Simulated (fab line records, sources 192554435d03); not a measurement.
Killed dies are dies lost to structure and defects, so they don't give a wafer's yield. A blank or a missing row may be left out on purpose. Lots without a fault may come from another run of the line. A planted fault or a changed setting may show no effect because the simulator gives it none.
fab line records | flow n5_finfet
record lots=5 wafers=15 last_day=18
route steps=1938 shown BEOL_M7@1320 BEOL_M8@1332 PASSIVATION@1936
lots that met no fault: from a run of the same line without faults
start_h: hours from the record's first day to the start of the lot's first wafer shown | wait_h: hours since the lot's step before | " the same as in the row above | L1.1+2: a row that stands for several wafers | - no value, or no start given | * or withheld: withheld | < > ~ a bound
route shown NAME@n: a module of which the file shows steps, and the number in the route of the first | usual: mean/standard deviation of fault-free wafers | same: alike in all rows | chamber/n: place in a boat | sites: the reading at each site | _std_site: their standard deviation | _edge_site: outer sites' mean less inner sites' | radius_mm: how far each site lies from the wafer's centre | mask NAME#n: copy n | behind: the tool/chamber that last shaped the wafer | hold: why the lot was held/for how many hours/how that ended | device: the transistor (n, p or np) that didn't switch | end of line: the same wafers' tests at the end of the route | a step without rows: its recipe alone | killed: dies lost to structure and defects at the first sort, not the wafer's yield | map: a wafer's dies, x killed, . not, _ none there
set.NAME: the setting as run; set.NAME@STEP: as run at that earlier step | model.NAME: the simulator's own value behind a step, which no gauge read
lots at some steps of the route; a table a step, a row a wafer
services: from which hour (start_h, from the record's first day; less than 0 if before it) a tool's chamber was out of use, for how many hours, and why
## steps
# step N5_BEOL_M7_ALD_77
# recipe material=TaN target_thk_a=20 temp_c=275 ald_precursor_family=PDMAT ald_co_reactant=NH3 pressure_torr=3 carrier_flow_sccm=1500 pulse_time_s=2 purge_time_s=3 co_reactant_purge_time_s=2 co_reactant_pulse_time_s=3 ald_cycles=40 precursor_vessel_temp_c=75 precursor_vessel_pressure_torr=26.25 precursor_vessel_carrier_sccm=1000
# step N5_BEOL_M7_SURFACE_TREAT_79
# recipe gas=Ar time_s=* ion_energy_ev=* ion_current_ma_cm2=0.5 pressure_mtorr=* ar_flow_sccm=30
# step N5_BEOL_M7_CVD_78
# recipe material=Co target_thk_a=20 temp_c=withheld precursor=CCTBA/H2 pressure_torr=30 time_s=142.3
# step N5_BEOL_M7_SPUTTER_48
# recipe material=Cu target_thk_a=100 temp_c=-20 bias_v=60 power_w=26000 chamber_pressure_pa=0.13 time_s=1.667
# step N5_BEOL_M7_ECD_50
# recipe material=Cu target_thk_a=3000
# step N5_BEOL_M7_ANNEAL_51
# recipe temp_c=225 time_s=90 ambient=N2
# usual wafer_temp_C_max=226.03/0.24
# columns lot.wafer tool chamber start_h wait_h wafer_temp_C_max
L832.1 rtp_anneal-02 0 240.23 0.1 226.43
L832.4 " 0 " " 226.20
L832.5 " 0 " " 226.30
L833.2 rtp_anneal-01 0 250.65 0.2 225.80
L833.4 " 0 " " 225.91
L833.5 " 0 " " 225.71
L845.1 rtp_anneal-01 0 329.59 0.1 225.78
L845.2 " 0 " " 225.70
L845.4 " 0 " " 225.91
L846.1 rtp_anneal-01 0 331.86 0.4 226.01
L846.4 " 0 " " 226.24
L846.6 " 0 " " 226.10
L847.1 rtp_anneal-01 0 339.77 0.3 225.94
L847.3 " 0 " " 226.05
L847.6 " 0 " " 225.98
# step N5_BEOL_M7_CMP_52
# recipe stop_on=SiCOH_lowk t_overpolish_s=6.9 down_force_psi=1 platen_rpm=50 clearing_platen_down_force_psi=1.5 clearing_platen_rpm=50 post_cmp_clean=cu_alkaline target_thk_nm=80 clearing_platen_pad_velocity_m_s=0.99484 pad_velocity_m_s=0.99484
# usual barrier_field_endpoint_s=28.6/0.91 clearing_platen_rpm=49.997/0.026 motor_current_A=6.1/0.65 overpolish_run_s=6.900/0.0086 time_to_endpoint_s=61/3.7
# columns lot.wafer tool chamber start_h wait_h barrier_field_endpoint_s clearing_platen_rpm motor_current_A overpolish_run_s time_to_endpoint_s
L832.4 cmp-03 3 240.53 0.1 28.9 50.008 6.2 6.907 55
L832.1 " 1 " " 29.4 49.970 6.4 6.884 59
L832.5 " 0 " " 28.8 49.971 6.2 6.895 59
L833.4 cmp-04 2 251.16 0.2 29.4 49.959 6.2 6.892 61
L833.2 " 0 " " 28.9 49.971 6.8 6.891 63
L833.5 " 2 " " 28.6 50.007 5.9 6.912 61
L845.1 cmp-04 2 329.88 0.3 29.9 49.987 6.1 6.896 62
L845.4 " 3 " " 28.4 50.026 6.0 6.905 54
L845.2 " 0 " " 30.3 49.986 6.4 6.901 62
L846.4 cmp-02 1 332.16 0.1 28.5 49.974 7.0 6.886 61
L846.1 " 0 " " 30.1 49.973 5.5 6.902 66
L846.6 " 1 " " 29.2 50.015 6.9 6.895 62
L847.3 cmp-04 0 340.07 0.2 30.1 49.981 6.4 6.899 68
L847.1 " 2 " " 28.8 49.996 5.9 6.891 62
L847.6 " 0 " " 29.7 50.018 5.9 6.903 68
# step N5_BEOL_M7_THK_MEAS_53
# recipe thk_meas_gauge=xrf reads=Cu_of_BEOL_M7_ECD_50
# usual M7_THK=78.7/2.2
# columns lot.wafer tool chamber start_h wait_h M7_THK[nm]
L832.1 film_metro-02 - 240.83 - 81.6
L832.4 " - " " 82.4
L832.5 " - " " 79.9
L833.2 film_metro-02 - 251.42 - 78.3
L833.4 " - " " 78.7
L833.5 " - " " 76.0
L845.1 film_metro-01 - 330.18 - 78.5
L845.2 " - " " 75.7
L845.4 " - " " 77.5
L846.1 film_metro-02 - 332.45 - 82.2
L846.4 " - " " 80.4
L846.6 " - " " 81.1
L847.1 film_metro-02 - 340.37 - 77.4
L847.3 " - " " 76.8
L847.6 " - " " 79.2
# step N5_BEOL_M7_PRE_CLEAN_55
# recipe gas=NH3 time_s=15 temp_c=withheld rf_power_w=300
# step N5_BEOL_M7_DEP_56
# recipe material=SiCN target_thk_a=100 temp_c=withheld precursor=3MS/NH3 pressure_torr=3 rf_w=202 time_s=17.5
# step N5_BEOL_M7_RS_MEAS_57
# recipe thk_meas_gauge=four-point-probe reads=Cu_of_BEOL_M7_ECD_50+Co_of_BEOL_M7_CVD_78+TaN_of_BEOL_M7_ALD_77
# usual M7_RS=0.291/0.0095
# columns lot.wafer tool chamber start_h wait_h M7_RS[ohm/sq]
L832.1 film_metro-01 - 240.97 0.1 0.282
L832.4 " - " " 0.278
L832.5 " - " " 0.287
L833.2 film_metro-01 - 251.55 0.1 0.295
L833.4 " - " " 0.294
L833.5 " - " " 0.305
L845.1 film_metro-01 - 330.31 0.1 0.296
L845.2 " - " " 0.308
L845.4 " - " " 0.299
L846.1 film_metro-02 - 332.61 0.1 0.276
L846.4 " - " " 0.284
L846.6 " - " " 0.278
L847.1 film_metro-01 - 340.50 0.1 0.300
L847.3 " - " " 0.302
L847.6 " - " " 0.290
# step N5_BEOL_M7_INSPECT_58
# recipe inspect_instrument=darkfield mode=post_dep
# usual raw_defect_count=72/22
# columns lot.wafer tool chamber start_h wait_h raw_defect_count
L832.1 defect_inspect-02 - 241.00 0.0 58
L832.4 " - " " 81
L832.5 " - " " 55
L833.2 defect_inspect-01 - 251.58 0.0 113
L833.4 " - " " 88
L833.5 " - " " 99
L845.1 defect_inspect-01 - 330.33 0.0 59
L845.2 " - " " 82
L845.4 " - " " 51
L846.1 defect_inspect-01 - 332.64 0.0 60
L846.4 " - " " 63
L846.6 " - " " 53
L847.1 defect_inspect-01 - 340.52 0.0 109
L847.3 " - " " 78
L847.6 " - " " 127
# step N5_BEOL_M8_ILD_DEP_00
# recipe material=SiCOH_lowk target_thk_a=1797.5 temp_c=300 precursor=DEMS/porogen pressure_torr=5 rf_w=500 time_s=33.4
# usual heater_power_w=328/57 showerhead_plenum_p_Torr=5.746/0.014 throttle_valve_pct=13.8/0.78
# columns lot.wafer tool chamber start_h wait_h heater_power_w showerhead_plenum_p_Torr throttle_valve_pct model.SiCOH_lowk_of_BEOL_M8_ILD_DEP_00.thk_nm
L832.1 pecvd-04 0 241.04 0.0 342 5.765 15.3 173.2
L832.4 " 2 " " 275 5.730 14.0 178
L832.5 " 0 " " 335 5.757 15.2 174.8
L833.2 pecvd-03 0 251.61 0.0 318 5.747 14.4 174
L833.4 " 0 " " 325 5.776 14.1 178.8
L833.5 " 1 " " 312 5.728 13.4 177.2
L845.1 pecvd-04 2 330.37 0.0 290 5.774 13.2 173.8
L845.2 " 1 " " 426 5.729 14.5 130.8
L845.4 " 0 " " 352 5.743 15.2 130.2
L846.1 pecvd-03 0 332.67 0.0 300 5.759 14.0 170.8
L846.4 " 0 " " 313 5.761 14.0 173.2
L846.6 " 2 " " 366 5.748 12.6 177.8
L847.1 pecvd-02 0 340.58 0.1 348 5.737 13.8 180.2
L847.3 " 1 " " 220 5.750 13.1 180
L847.6 " 1 " " 225 5.755 13.3 182.4
# step N5_BEOL_M8_CURE_74
# recipe temp_c=385 time_s=240 ambient=He/Ar material=SiCOH_lowk
# step N5_BEOL_M8_THK_MEAS_01
# recipe reads=SiCOH_lowk_of_BEOL_M8_ILD_DEP_00
# usual M8_ILD_THK=154.2/2.5
# columns lot.wafer tool chamber start_h wait_h M8_ILD_THK[nm]
L832.1 film_metro-02 - 241.61 0.4 149.3
L832.4 " - " " 153.4
L832.5 " - " " 150.7
L833.2 film_metro-01 - 252.19 0.4 150.1
L833.4 " - " " 154.2
L833.5 " - " " 152.7
L845.1 film_metro-01 - 330.98 0.4 149.8
L845.2 " - " " 112.5
L845.4 " - " " 112.0
L846.1 film_metro-01 - 333.40 0.4 147.5
L846.4 " - " " 149.4
L846.6 " - " " 153.3
L847.1 film_metro-01 - 341.32 0.4 155.3
L847.3 " - " " 155.3
L847.6 " - " " 157.4
# step N5_BEOL_M8_PECVD_70
# recipe material=SiO2 target_thk_a=200 temp_c=400 precursor=TEOS/O2 pressure_torr=5.5 rf_w=450 teos_flow_sccm=53.8 gas=O2 flow_sccm=3000 time_s=22.7
# step N5_BEOL_M8_HM_DEP_02
# recipe material=TiN target_thk_a=200 temp_c=25 chamber_pressure_pa=0.49996
# step N5_BEOL_M8_COAT_59
# recipe resist=SOC temp_c=250 time_s=60 spin_rpm=1500 resist_thk_nm=100
# step N5_BEOL_M8_COAT_60
# recipe resist=SiARC temp_c=220 time_s=60 spin_rpm=1500 resist_thk_nm=35
# step N5_BEOL_M8_COAT_05
# recipe resist=CAR-ArF spin_rpm=1500 resist_thk_nm=90
# step N5_BEOL_M8_EBR_07
# recipe solvent=PGMEA ebr_width_mm=1.5
# step N5_BEOL_M8_SOFTBAKE_06
# recipe temp_c=110 time_s=60 resist=CAR-ArF
# step N5_BEOL_M8_EXPOSE_08
# recipe mask_id=M8 na=1.35 source_shape=dipole sigma_inner=0.817 sigma_outer=0.97 polarization=te dose_mj=68.25
# step N5_BEOL_M8_PEB_09
# recipe peb_temp_c=withheld peb_time_s=60 resist=CAR-ArF
# step N5_BEOL_M8_DEVELOP_10
# recipe develop_time_s=30 developer=TMAH resist=CAR-ArF rinse_liquid=diw dry=air_spin dev_temp_c=23
# step N5_BEOL_M8_CD_MEAS_11
# recipe target_cd_nm=38.5 landing_energy_ev=500 detector=se_inlens polarity=opening
# usual cd_nm=38.6/0.61
# columns lot.wafer tool chamber start_h wait_h cd_nm
L832.1 cd_sem-02 0 246.05 - 38.2
L832.4 " 0 " " 39.3
L832.5 " 0 " " 39.5
L833.2 cd_sem-03 0 256.25 - 37.4
L833.4 " 0 " " 38.0
L833.5 " 0 " " 38.9
L845.1 cd_sem-03 0 333.77 - 37.6
L845.2 " 0 " " 39.0
L845.4 " 0 " " 38.7
L846.1 cd_sem-02 0 334.27 - 38.4
L846.4 " 0 " " 38.2
L846.6 " 0 " " 39.3
L847.1 cd_sem-03 0 343.21 - 39.4
L847.3 " 0 " " 37.8
L847.6 " 0 " " 38.6
# step N5_BEOL_M8_OVL_MEAS_12
# recipe points_per_wafer=44
# usual M8_OVL=-0.4/0.74
# columns lot.wafer tool chamber start_h wait_h M8_OVL[nm]
L832.1 overlay-01 0 246.08 0.0 -0.9
L832.4 " 0 " " -0.7
L832.5 " 0 " " -0.4
L833.2 overlay-01 0 256.28 0.0 -0.7
L833.4 " 0 " " -0.6
L833.5 " 0 " " -1.0
L845.1 overlay-01 0 333.80 0.0 -1.4
L845.2 " 0 " " -1.2
L845.4 " 0 " " -0.5
L846.1 overlay-01 0 334.30 0.0 0.9
L846.4 " 0 " " -1.2
L846.6 " 0 " " -0.2
L847.1 overlay-01 0 343.24 0.0 -0.9
L847.3 " 0 " " -0.8
L847.6 " 0 " " -0.7
# step N5_BEOL_M8_INSPECT_13
# recipe mode=adi inspect_instrument=brightfield
# usual raw_defect_count=439/140
# columns lot.wafer tool chamber start_h wait_h raw_defect_count
L832.1 defect_inspect-02 - 246.10 0.0 352
L832.4 " - " " 373
L832.5 " - " " 418
L833.2 defect_inspect-02 - 256.31 0.0 442
L833.4 " - " " 398
L833.5 " - " " 540
L845.1 defect_inspect-01 - 333.83 0.0 478
L845.2 " - " " 510
L845.4 " - " " 583
L846.1 defect_inspect-02 - 334.32 0.0 389
L846.4 " - " " 339
L846.6 " - " " 261
L847.1 defect_inspect-01 - 343.27 0.0 427
L847.3 " - " " 412
L847.6 " - " " 568
# step N5_BEOL_M8_DESCUM_16
# recipe chemistry=O2 time_s=7.9 source_power_w=50 bias_power_w=20 pressure_mtorr=20 rf_frequency_hz=2.712e+07 temp_c=40 resist=CAR-ArF o2_flow_sccm=225
# usual drypump_motor_current_A=5.7/0.4 oes_product_au=0.81/0.1 rf_vpp_V=242.9/1.7 showerhead_plenum_p_Torr=2.08/0.096 throttle_valve_pct=20.28/0.2
# columns lot.wafer tool chamber start_h wait_h drypump_motor_current_A oes_product_au rf_hours_counter_h rf_vpp_V showerhead_plenum_p_Torr throttle_valve_pct
L832.1 rie_diel-02 2 246.13 0.0 5.6 0.95 7 243.3 2.04 20.14
L832.4 " 1 " " 5.9 0.88 37 244.3 2.17 20.32
L832.5 " 1 " " 5.9 0.88 - 244.1 2.17 20.34
L833.2 rie_diel-02 3 256.34 0.0 6.6 0.67 234 242.3 2.07 20.27
L833.4 " 1 " " 5.9 0.88 39 243.0 2.17 20.35
L833.5 " 0 " " 6.1 0.66 - 240.2 1.99 20.43
L845.1 rie_diel-05 2 334.01 0.2 5.5 0.72 221 238.6 1.89 20.34
L845.2 " 3 " " 5.5 0.85 65 242.1 2.00 20.35
L845.4 " 1 " " 6.2 0.72 206 242.7 2.15 20.54
L846.1 rie_diel-04 0 334.78 0.5 5.6 0.81 116 245.5 2.20 20.57
L846.4 " 0 " " 5.6 0.80 - 245.1 2.20 20.58
L846.6 " 1 " " 5.5 0.93 - 244.2 2.16 20.03
L847.1 rie_diel-05 1 343.32 0.1 6.1 0.71 209 245.3 2.15 20.54
L847.3 " 0 " " 5.2 0.87 59 244.6 2.13 19.91
L847.6 " 1 " " 6.1 0.72 - 244.7 2.15 20.54
# step N5_BEOL_M8_ETCH_61
# recipe chemistry=CF4 target=SiARC target_depth_a=455 mask_material=CAR-ArF time_s=75.8 ion_energy_ev=80 pressure_mtorr=40 source_w=545 bias_w=36 Ar_flow_sccm=100 cf4_flow_sccm=100 ends=cleared
# step N5_BEOL_M8_ETCH_62
# recipe chemistry=N2/H2 target=SOC target_depth_a=1100 overetch_a=220 mask_material=SiARC temp_c=40 time_s=165 ion_energy_ev=200 pressure_mtorr=30 source_w=840 bias_w=150 n2_flow_sccm=200 h2_flow_sccm=200
# usual drypump_motor_current_A=5.7/0.4 oes_product_au=0.69/0.082 rf_vpp_V=524/3.2 showerhead_plenum_p_Torr=2.54/0.11 throttle_valve_pct=17.77/0.25
# columns lot.wafer tool chamber start_h wait_h drypump_motor_current_A oes_product_au rf_hours_counter_h rf_vpp_V showerhead_plenum_p_Torr throttle_valve_pct
L832.1 rie_diel-02 2 246.23 0.0 5.6 0.79 7 523 2.51 17.71
L832.4 " 1 " " 5.9 0.74 37 525 2.61 17.69
L832.5 " 1 " " 5.9 0.75 - 526 2.61 17.68
L833.2 rie_diel-02 3 256.43 0.0 6.5 0.58 234 524 2.52 17.85
L833.4 " 1 " " 5.9 0.74 39 525 2.61 17.67
L833.5 " 0 " " 6.1 0.57 - 520 2.41 17.80
L845.1 rie_diel-05 2 334.10 0.0 5.5 0.60 221 517 2.31 17.79
L845.2 " 3 " " 5.5 0.72 65 521 2.48 18.10
L845.4 " 1 " " 6.2 0.61 206 525 2.62 17.93
L846.1 rie_diel-04 0 334.87 0.0 5.6 0.67 117 528 2.69 18.01
L846.4 " 0 " " 5.6 0.66 - 528 2.69 18.01
L846.6 " 1 " " 5.5 0.80 - 527 2.61 17.37
L847.1 rie_diel-05 1 343.41 0.0 6.1 0.61 209 526 2.62 17.94
L847.3 " 0 " " 5.1 0.71 59 524 2.60 17.46
L847.6 " 1 " " 6.1 0.61 - 526 2.62 17.95
# step N5_BEOL_M8_STRIP_68
# recipe chemistry=N2/H2 temp_c=40 n2_flow_sccm=200 h2_flow_sccm=200 rf_frequency_hz=6e+07
# step N5_BEOL_M8_STRIP_67
# recipe chemistry=CF4 resist=SiARC power_w=300 bias_power_w=75 pressure_mtorr=50 cf4_flow_sccm=150 rf_frequency_hz=6e+07
# usual drypump_motor_current_A=5.7/0.4 oes_product_au=0.81/0.097 power_w=299.9/0.86 rf_vpp_V=271.0/1.8 showerhead_plenum_p_Torr=1.79/0.075 throttle_valve_pct=13.45/0.27
# columns lot.wafer tool chamber start_h wait_h drypump_motor_current_A oes_product_au power_w rf_hours_counter_h rf_vpp_V showerhead_plenum_p_Torr throttle_valve_pct
L832.1 rie_diel-02 2 246.37 0.0 5.6 0.94 298.7 7 270.2 1.77 13.37
L832.4 " 1 " " 5.9 0.88 300.2 37 271.3 1.81 13.12
L832.5 " 1 " " 5.9 0.88 300.4 - 272.7 1.81 13.12
L833.2 rie_diel-02 3 256.58 0.0 6.5 0.69 300.2 234 269.8 1.74 13.37
L833.4 " 1 " " 5.9 0.88 298.6 39 271.3 1.81 13.15
L833.5 " 0 " " 6.1 0.67 298.9 - 268.4 1.69 13.56
L845.1 rie_diel-05 2 334.25 0.0 5.4 0.70 300.4 221 268.0 1.64 13.67
L845.2 " 3 " " 5.5 0.85 299.6 65 271.5 1.75 13.69
L845.4 " 1 " " 6.1 0.72 299.4 206 272.7 1.86 13.88
L846.1 rie_diel-04 0 335.02 0.0 5.6 0.79 300.9 117 272.9 1.90 13.76
L846.4 " 0 " " 5.6 0.78 298.8 - 273.6 1.90 13.75
L846.6 " 1 " " 5.4 0.95 301.3 - 272.4 1.83 12.98
L847.1 rie_diel-05 1 343.56 0.0 6.1 0.73 299.3 209 272.1 1.86 13.88
L847.3 " 0 " " 5.1 0.83 300.5 59 272.6 1.82 13.18
L847.6 " 1 " " 6.1 0.72 299.7 - 271.6 1.86 13.86
# step N5_BEOL_M8_HM_OPEN_17
# recipe chemistry=Cl2/BCl3 target_depth_a=200 overetch_a=60 target=TiN mask_material=SOC ion_energy_ev=150 pressure_mtorr=10 icp_w=1000 bias_w=126 Cl2_flow_sccm=53.25 bcl3_flow_sccm=21.75 Ar_flow_sccm=25
# step N5_BEOL_M8_STRIP_19
# recipe chemistry=O2 power_w=400 temp_c=40 pressure_mtorr=30 rf_frequency_hz=6e+07 bias_power_w=0 overash_fraction=0.2 o2_flow_sccm=225
# step N5_BEOL_M8_CD_MEAS_18
# recipe pitch_nm=80 target_cd_nm=40
# usual cd_nm=39.9/0.78
# columns lot.wafer tool chamber start_h wait_h cd_nm
L832.1 cd_sem-01 - 246.59 0.0 39.8
L832.4 " - " " 40.3
L832.5 " - " " 40.7
L833.2 cd_sem-03 - 256.80 0.1 39.3
L833.4 " - " " 38.7
L833.5 " - " " 40.5
L845.1 cd_sem-02 - 334.60 0.0 38.4
L845.2 " - " " 40.1
L845.4 " - " " 39.8
L846.1 cd_sem-03 - 335.24 0.0 40.0
L846.4 " - " " 39.5
L846.6 " - " " 40.5
L847.1 cd_sem-02 - 343.79 0.0 40.1
L847.3 " - " " 39.2
L847.6 " - " " 40.0
# step N5_BEOL_M8_COAT_63
# recipe resist=SOC temp_c=250 time_s=60 spin_rpm=1500 resist_thk_nm=60
# step N5_BEOL_M8_COAT_64
# recipe resist=SiARC temp_c=220 time_s=60 spin_rpm=1500 resist_thk_nm=12
# step N5_BEOL_M8_COAT_71
# recipe resist=underlayer temp_c=205 time_s=60 spin_rpm=1500 resist_thk_nm=5
# step N5_BEOL_M8_COAT_22
# recipe resist=CAR-EUV spin_rpm=1500 resist_thk_nm=30
# step N5_BEOL_M8_EBR_24
# recipe solvent=PGMEA ebr_width_mm=1.5
# step N5_BEOL_M8_SOFTBAKE_23
# recipe temp_c=110 time_s=60 resist=CAR-EUV
# step N5_BEOL_M8_CMP_52
# recipe stop_on=SiCOH_lowk t_overpolish_s=6.9 down_force_psi=1 platen_rpm=50 clearing_platen_down_force_psi=1.5 clearing_platen_rpm=50 post_cmp_clean=cu_alkaline target_thk_nm=80 clearing_platen_pad_velocity_m_s=0.99484 pad_velocity_m_s=0.99484
# usual clearing_platen_rpm=50.001/0.029 motor_current_A=6.2/0.57
# columns lot.wafer tool chamber start_h wait_h clearing_platen_rpm motor_current_A model.SiCOH_lowk_of_BEOL_M8_ILD_DEP_00.thk_nm
L832.1 cmp-03 1 251.26 0.3 50.019 6.7 146.2
L832.4 " 3 " " 49.967 6.0 150.4
L832.5 " 1 " " 49.988 6.8 147.8
L833.2 cmp-03 1 260.47 0.2 49.996 7.0 147
L833.4 " 2 " " 50.039 7.2 151.2
L833.5 " 2 " " 49.964 7.4 149.8
L846.1 cmp-03 0 339.57 0.3 50.014 5.9 144.2
L846.4 " 1 " " 50.027 6.3 146.4
L846.6 " 0 " " 50.032 5.8 150.2
L845.1 cmp-01 2 340.62 0.3 49.964 5.7 146.8
L845.4 " 0 " " 50.004 7.1 109
L845.2 " 1 " " 50.024 5.3 109.4
L847.1 cmp-03 2 350.67 0.3 49.976 7.2 152.4
L847.3 " 0 " " 49.981 6.0 152.2
L847.6 " 2 " " 49.985 7.2 154.4
# step N5_PASSIVATION_PROBE_49
# usual defect_limited_yield=91.2/1.6 killed_at_M0_to_M3=34/11 killed_at_M4_up=13/5.2 killed_at_contacts=13/6.3 killed_at_front_end=40/14 killed_at_other=3.2/2.4 killed_dies=104/19 killed_open=69/14 killed_short=32/7.5 sort_bin_5_function=5.3/1.1 sort_bin_6_memory=3.2/0.73 sort_n_pass=1076/19 sort_yield_pct=91.2/1.6
# same gross_dies=1180 killed_at_back_side=0 sort_bin_4_leakage[%]=0 sort_bin_8_speed[%]=0
# columns lot.wafer tool chamber start_h wait_h defect_limited_yield[%] killed_at_M0_to_M3 killed_at_M4_up killed_at_contacts killed_at_front_end killed_at_other killed_dies killed_open killed_short sort_bin_5_function[%] sort_bin_6_memory[%] sort_n_pass sort_yield_pct[%]
L832.1 prober-02 - 315.59 0.0 92.5 38 5 6 36 3 88 62 24 3.9 3.1 1092 92.5
L832.4 prober-02 - 315.74 0.2 89.8 45 18 11 37 9 120 74 45 6.6 3.2 1060 89.8
L832.5 prober-02 - 315.79 0.2 92.0 25 8 16 42 3 94 63 30 5.5 2.3 1086 92.0
L833.2 prober-02 - 319.90 0.1 91.2 47 11 16 27 3 104 71 33 5.8 2.9 1076 91.2
L833.4 prober-02 - 320.00 0.2 90.9 39 17 13 35 3 107 82 23 5.6 3.3 1073 90.9
L833.5 prober-02 - 320.05 0.2 91.4 30 19 18 31 4 102 71 27 4.9 3.4 1078 91.4
L845.1 prober-02 - 406.43 0.0 89.6 38 15 10 52 8 123 87 33 7.4 2.8 1057 89.6
L845.2 prober-02 - 406.48 0.1 91.9 16 18 1 60 0 95 61 33 4.2 3.6 1085 91.9
L845.4 prober-02 - 406.58 0.2 90.6 33 14 12 51 1 111 75 31 5.5 3.2 1069 90.6
L847.1 prober-01 - 421.55 0.0 90.6 43 17 4 45 2 111 65 43 5.5 3.8 1069 90.6
L847.3 prober-01 - 421.65 0.1 92.3 37 11 14 27 2 91 54 37 5.1 2.2 1089 92.3
L847.6 prober-01 - 421.80 0.3 90.6 36 18 7 48 2 111 73 34 6.5 2.3 1069 90.6
# killed by level:class
L832.1 BEOL_M2:geometric_particle:open=16 FIN_SAQP:geometric_particle:open=12 BEOL_M3:geometric_particle:open=9 FIN_SAQP:geometric_particle:short=6 MOL_CONTACT_COAG:geometric_particle:open=5 STI_FIN_REVEAL:geometric_particle:open=4 BEOL_M0_SAQP:geometric_particle:short=4 BEOL_M1:geometric_particle:open=4
L832.4 BEOL_M4:geometric_particle:open=12 MOL_CONTACT_COAG:geometric_particle:open=10 BEOL_M0_SAQP:geometric_particle:short=10 FIN_SAQP:geometric_particle:short=9 BEOL_M2:geometric_particle:open=9 STI_FIN_REVEAL:geometric_particle:open=8 BEOL_M0:geometric_particle:open=6 BEOL_M0_SAQP:geometric_particle:open=5
L832.5 MOL_CONTACT_COAG:geometric_particle:open=12 DUMMY_GATE:geometric_particle:open=8 BEOL_M2:geometric_particle:open=7 FIN_SAQP:geometric_particle:open=5 ILD0:geometric_particle:open=5 STI_FIN_REVEAL:geometric_particle:open=4 MOL_CONTACT_COAG:geometric_particle:short=4 BEOL_M0_SAQP:geometric_particle:short=4
L833.2 BEOL_M2:geometric_particle:open=12 MOL_CONTACT_COAG:geometric_particle:open=11 BEOL_M3:geometric_particle:open=8 BEOL_M4:geometric_particle:open=6 DUMMY_GATE:geometric_particle:open=6 BEOL_M0:geometric_particle:open=6 FIN_SAQP:geometric_particle:open=5 MOL_CONTACT_COAG:geometric_particle:short=5
L833.4 BEOL_M2:geometric_particle:open=16 FIN_SAQP:geometric_particle:open=10 MOL_CONTACT_COAG:geometric_particle:open=10 STI_FIN_REVEAL:geometric_particle:open=7 DUMMY_GATE:geometric_particle:open=5 BEOL_M0_SAQP:geometric_particle:open=5 BEOL_M3:geometric_particle:open=5 BEOL_M4:geometric_particle:open=5
L833.5 MOL_CONTACT_COAG:geometric_particle:open=16 BEOL_M2:geometric_particle:open=7 BEOL_M1:geometric_particle:open=6 DUMMY_GATE:geometric_particle:open=6 BEOL_M4:geometric_particle:open=6 FIN_SAQP:geometric_particle:open=5 FIN_SAQP:geometric_particle:short=5 BEOL_M3:geometric_particle:open=5
L845.1 BEOL_M0_SAQP:geometric_particle:open=12 FIN_SAQP:geometric_particle:open=11 BEOL_M3:geometric_particle:open=11 GATE_CUT:geometric_particle:short=8 MOL_CONTACT_COAG:geometric_particle:open=8 DUMMY_GATE:geometric_particle:open=7 FIN_SAQP:geometric_particle:short=6 BEOL_M1:geometric_particle:open=5
L845.2 FIN_SAQP:geometric_particle:open=23 FIN_SAQP:geometric_particle:short=15 DUMMY_GATE:geometric_particle:open=5 GATE_CUT:geometric_particle:short=5 BEOL_M4:geometric_particle:open=5 BEOL_M5:geometric_particle:open=5 BEOL_M1:geometric_particle:open=3 BEOL_M2:geometric_particle:open=3
L845.4 BEOL_M3:geometric_particle:open=16 MOL_CONTACT_COAG:geometric_particle:open=11 FIN_SAQP:geometric_particle:open=9 FIN_SAQP:geometric_particle:short=9 STI_FIN_REVEAL:geometric_particle:open=7 BEOL_M4:geometric_particle:open=6 DUMMY_GATE:geometric_particle:open=5 ILD0:geometric_particle:short=5
L847.1 FIN_SAQP:geometric_particle:short=14 FIN_SAQP:geometric_particle:open=14 BEOL_M2:geometric_particle:open=9 BEOL_M0_SAQP:geometric_particle:short=9 STI_FIN_REVEAL:geometric_particle:open=6 BEOL_M0_SAQP:geometric_particle:open=6 BEOL_M3:geometric_particle:open=6 BEOL_M1:geometric_particle:open=4
L847.3 FIN_SAQP:geometric_particle:short=11 MOL_CONTACT_COAG:geometric_particle:open=10 BEOL_M0_SAQP:geometric_particle:short=8 FIN_SAQP:geometric_particle:open=7 BEOL_M0_SAQP:geometric_particle:open=7 BEOL_M2:geometric_particle:open=7 MOL_CONTACT_COAG:geometric_particle:short=4 BEOL_M2:geometric_particle:short=4
L847.6 FIN_SAQP:geometric_particle:open=23 BEOL_M0_SAQP:geometric_particle:open=14 FIN_SAQP:geometric_particle:short=10 BEOL_M0_SAQP:geometric_particle:short=9 STI_FIN_REVEAL:geometric_particle:open=6 MOL_CONTACT_COAG:geometric_particle:open=4 BEOL_M4:geometric_particle:open=4 BEOL_M1:geometric_particle:open=4
## services
# columns tool chamber start_h hours kind
rie_diel-05 2 219.41 2.6 repair
cmp-03 - 230.23 0.5 repair
rie_diel-02 3 230.91 5.1 repair
pecvd-02 - 240.84 1.9 repair
cmp-04 - 243.09 7.8 pm
cmp-01 - 249.27 0.4 repair
cmp-04 - 254.72 11.9 pm
cmp-01 - 267.77 4.0 pm
cmp-02 - 271.79 4.5 repair
cmp-03 - 273.50 26.7 repair
rie_diel-02 0 277.44 - clean
rie_diel-02 0 277.44 - consumable_replace:focus_ring
rie_diel-02 0 277.44 - consumable_replace:showerhead
pecvd-03 0 283.70 23.4 repair
pecvd-04 - 285.18 6.0 pm
rie_diel-05 - 291.28 14.6 pm
cmp-04 - 301.98 4.0 pm
cmp-03 - 302.15 15.6 pm
rie_diel-04 3 317.19 18.4 repair
cmp-01 - 324.78 0.4 repair
cmp-03 - 326.82 6.2 pm
rie_diel-02 2 328.01 2.4 repair
pecvd-03 - 338.65 6.0 pm
rtp_anneal-01 - 342.45 5.1 pm
## key
first_sign step=N5_BEOL_M8_THK_MEAS_01 reading=M8_ILD_THK direction=down sigmas=17 usual=154.2 struck=112.2
effect none on later readings
model_effect step=N5_BEOL_M8_ILD_DEP_00 value=SiCOH_lowk_of_BEOL_M8_ILD_DEP_00.thk_nm without=175.4 struck=130.5
model_effect step=N5_BEOL_M8_CMP_52 value=SiCOH_lowk_of_BEOL_M8_ILD_DEP_00.thk_nm without=148.2 struck=109.2
met_at N5_BEOL_M8_ILD_DEP_00
struck_wafers L845.2,L845.4
onset_between 241.04 330.37
fault kind=process_parameter_drift tool=pecvd-04 chamber=- onset_h=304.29 steps=N5_BEOL_M8_ILD_DEP_00 channel=time_s offset=* shape=step end_h=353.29 scope=struck_wafers_only acts_in=* stated=*
